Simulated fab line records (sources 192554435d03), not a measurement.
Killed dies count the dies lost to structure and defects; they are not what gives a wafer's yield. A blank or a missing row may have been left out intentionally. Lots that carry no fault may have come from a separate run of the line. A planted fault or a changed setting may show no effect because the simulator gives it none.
A lot that was struck, set against a sound lot -- flow n5Finfet -- 15 steps out of a route of 1938
Sound: these wafers, L244.1, L244.2, L244.4. Wafers struck: L258.4, L258.5, L258.6. Last of all comes the cause.
At each step with rows: each side's tool, then ch and its chambers, then its first start. Under that, the readings that differ: sound wafers -- struck wafers -- difference of the means -- sigmas: that difference in standard deviations of wafers without a fault.
alike: a reading whose means differ by less than 2 such deviations, as well as words and numbers matching on both sides. not compared: withheld readings; readings where some wafer has no value; bounds like >300 that might hide an equal value; numbers whose values overlap and for which the record gives no deviation.
A row with sigmas, a row that says differs or no value, or rows on one side alone: a step with any of these is where the two part. Numbers that have no deviation but don't overlap get no sigmas and don't part them. A reading that every wafer of one side lacks parts them only if that side has two wafers or more.

N5_BEOL_M10_RS_MEAS_57: uses a four-point probe to measure.
  sound on filmMetro-01, day 9 18:35; struck on filmMetro-02, day 13 09:54
  alike: M10_RS
N5_BEOL_M10_INSPECT_58: inspects for defects (darkfield).
  sound on defectInspect-02, day 9 18:37; struck on defectInspect-02, day 13 09:55
  alike: rawDefectCount
N5_BEOL_M11_ILD_DEP_00: deposits SiCOH lowk from DEMS/porogen, target thk 308.51 nm, time 58 s.
  sound on pecvd-01 ch 0,1,2, day 9 18:39; struck on pecvd-04 ch 0,1,2, day 13 09:59
  alike: heaterPowerW, showerheadPlenumPTorr, throttleValvePct
N5_BEOL_M11_CURE_71: cures SiCOH lowk, time 240 s.
  sound on uvCure-03 ch 0, day 9 18:44; struck on uvCure-02 ch 1, day 13 10:17
  alike: lampPowerPct, wafer_temp_C_max
N5_BEOL_M11_THK_MEAS_01:
  sound on filmMetro-02, day 9 19:14; struck on filmMetro-02, day 13 10:33
  alike: M11_ILD_THK
N5_BEOL_M11_PECVD_70: deposits SiO2 from TEOS/O2, target thk 20 nm, time 22.7 s.
  sound on pecvd-04 ch 0,1, day 9 19:17; struck on pecvd-02 ch 0,2, day 13 10:36
  alike: heaterPowerW, showerheadPlenumPTorr, throttleValvePct
N5_BEOL_M11_HM_DEP_02: deposits TiN, target thk 20 nm.
  sound on pvdSputter-01, day 9 19:57; struck on pvdSputter-01, day 13 11:25
  alike: throttleValvePct
then, 5 steps without rows for these wafers: N5_BEOL_M11_COAT_59 (time 60 s, resist thk 100 nm); N5_BEOL_M11_COAT_60 (time 60 s, resist thk 30 nm); N5_BEOL_M11_COAT_05 (resist thk 90 nm); N5_BEOL_M11_EBR_07; N5_BEOL_M11_SOFTBAKE_06 (time 60 s).
N5_BEOL_M11_EXPOSE_08: exposes mask M11.
  sound on arfiScanner-03 ch 0, day 9 21:20; struck on arfiScanner-02 ch 0, day 13 11:41
reading,sound,struck,difference,sigmas
exposureDoseMJCm2,53.72 53.77 53.75,55.29 55.25 55.22,+1.51,+27
  alike: mask, focusOffsetNm
then, 1 step without rows for these wafers: N5_BEOL_M11_PEB_09 (peb time 60 s).
N5_PASSIVATION_PROBE_49:
  sound on prober-02, day 11 22:41; struck on prober-02, day 15 11:33
reading,sound,struck,difference,sigmas
defectLimitedYield (%),93.7 93.3 93.9,89.6 87.1 87.4,-5.6,-4
killedAtFrontEnd,23 27 28,58 80 63,+41,+3
killedDies,74 79 72,123 152 149,+66,+3
killedOpen,44 50 44,87 107 99,+52,+4
sort_bin_5_function (%),4.2 4.5 3.9,5.5 8.1 7.0,+2.7,+2
sort_bin_6_memory (%),1.9 1.9 2.0,4.5 4.1 5.3,+2.7,+4
sortNPass,1106 1101 1108,1057 1028 1031,-66,-3
sortYieldPct (%),93.7 93.3 93.9,89.6 87.1 87.4,-5.6,-4
  alike: killed_at_M0_to_M3, killed_at_M4_up, killedAtContacts, killedAtOther, killedOnRim, killedShort

== WHERE THEY PART ==
First at N5_BEOL_M11_EXPOSE_08; last, within this record, at N5_PASSIVATION_PROBE_49.

WHY: what the simulator had put in
Process parameter drift: arfiScanner-02, from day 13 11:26 on, at N5_BEOL_M11_EXPOSE_08. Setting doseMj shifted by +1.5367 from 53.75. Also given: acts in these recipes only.
